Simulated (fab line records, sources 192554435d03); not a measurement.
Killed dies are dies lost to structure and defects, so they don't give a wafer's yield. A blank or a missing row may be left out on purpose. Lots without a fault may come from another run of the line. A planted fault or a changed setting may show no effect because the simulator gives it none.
Split-lot experiment | flow n5_finfet | 7 lots, 21 wafers read, on a route of 1938 steps

THE SPLIT
At N5_BEOL_M0_ETCH_128 (etches SiCN in CF4/N2, target depth 12 nm, overetch 5.1 nm, time 21.4 s), the setting source_w was moved away from the recipe's 430 W on 7 of the 21 wafers read, by -9.8% to +16.8%. The other wafers ran this setting at the recipe's value.

The reading is taken at the split's own step.

THE READING
rf_vpp_V, in V, at N5_BEOL_M0_ETCH_128 (etches SiCN in CF4/N2, target depth 12 nm, overetch 5.1 nm, time 21.4 s). Fault-free wafers of this fab line usually give 383.3 V, standard deviation 1.9 V.

wafer  | tool, chamber at the split | source_w as run, W | against the recipe | rf_vpp_V, V | against lot-mates on the recipe
L076.1 | rie_diel-05, 3             | 430                | recipe             | 382.8       | -
L076.3 | rie_diel-05, 2             | 430                | recipe             | 384.9       | -
L076.6 | rie_diel-05, 2             | 430                | recipe             | 383.6       | -
L075.4 | rie_diel-05, 2             | 430                | recipe             | 383.3       | -
L075.5 | rie_diel-05, 1             | 478.9              | +11.4%             | 366.0       | -17.6
L075.6 | rie_diel-05, 2             | 430                | recipe             | 384.0       | -
L077.1 | rie_diel-02, 2             | 490.5              | +14.1%             | 363.1       | -20.1
L077.2 | rie_diel-02, 1             | 430                | recipe             | 380.8       | -
L077.5 | rie_diel-02, 3             | 430                | recipe             | 385.7       | -
L078.1 | rie_diel-05, 3             | 430                | recipe             | 384.1       | -
L078.4 | rie_diel-05, 2             | 499.9              | +16.3%             | 363.8       | -20.4
L078.5 | rie_diel-05, 0             | 430                | recipe             | 384.3       | -
L092.3 | rie_diel-05, 1             | 387.8              | -9.8%              | 392.9       | +9.9
L092.4 | rie_diel-05, 3             | 387.8              | -9.8%              | 397.7       | +14.7
L092.5 | rie_diel-05, 2             | 430                | recipe             | 383.0       | -
L095.3 | rie_diel-05, 2             | 430                | recipe             | 384.2       | -
L095.4 | rie_diel-05, 3             | 430                | recipe             | 382.8       | -
L095.5 | rie_diel-05, 3             | 502.4              | +16.8%             | 365.0       | -18.5
L096.1 | rie_diel-05, 0             | 430                | recipe             | 385.5       | -
L096.2 | rie_diel-05, 3             | 430                | recipe             | 383.7       | -
L096.4 | rie_diel-05, 0             | 501.6              | +16.7%             | 363.8       | -20.8

THE FIT
A straight line over all 21 wafers: rf_vpp_V changes by -1.25 V for each +1% of source_w; r = -0.98; the points scatter about the line by 1.8 V.
The same after taking each lot's own level away (the mean of its wafers on the recipe; 21 wafers): -1.27 V for each +1%; r = -0.99; scatter 1.7 V.
On that fit, the largest move of source_w shifts the reading by 21 V.
The lots' own levels span 383.00 to 384.60 V, that is 0.8 times the standard deviation above.
So the lot-to-lot level changes the slope little: the two slopes agree.
Check: with one of the wafers moved furthest among these (+16.8%) left out of the fit, the line predicts -22.3 V for it against its lot-mates. It came out at -18.5 V against them.
Tool readings at the split's step, against how far the setting was moved: rf_vpp_V r = -0.98.

OTHER SPLITS ON THESE WAFERS
These wafers also went through other splits before the reading. Each is held against what the fit with the lots' levels taken away leaves over:
other split on the same wafers       | wafers away from the commonest value | r with rf_vpp_V (lot level and that fit taken away)
N5_MOL_CONTACT_COAG_COAT_76 spin_rpm | 5                                    | -0.03
N5_BEOL_M0_CUTY_EXPOSE_54 dose_mj    | 4                                    | -0.01

THE FILE'S OWN FIT
rf_vpp_V changes by -1.28 V for each +1% of source_w, r = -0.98.
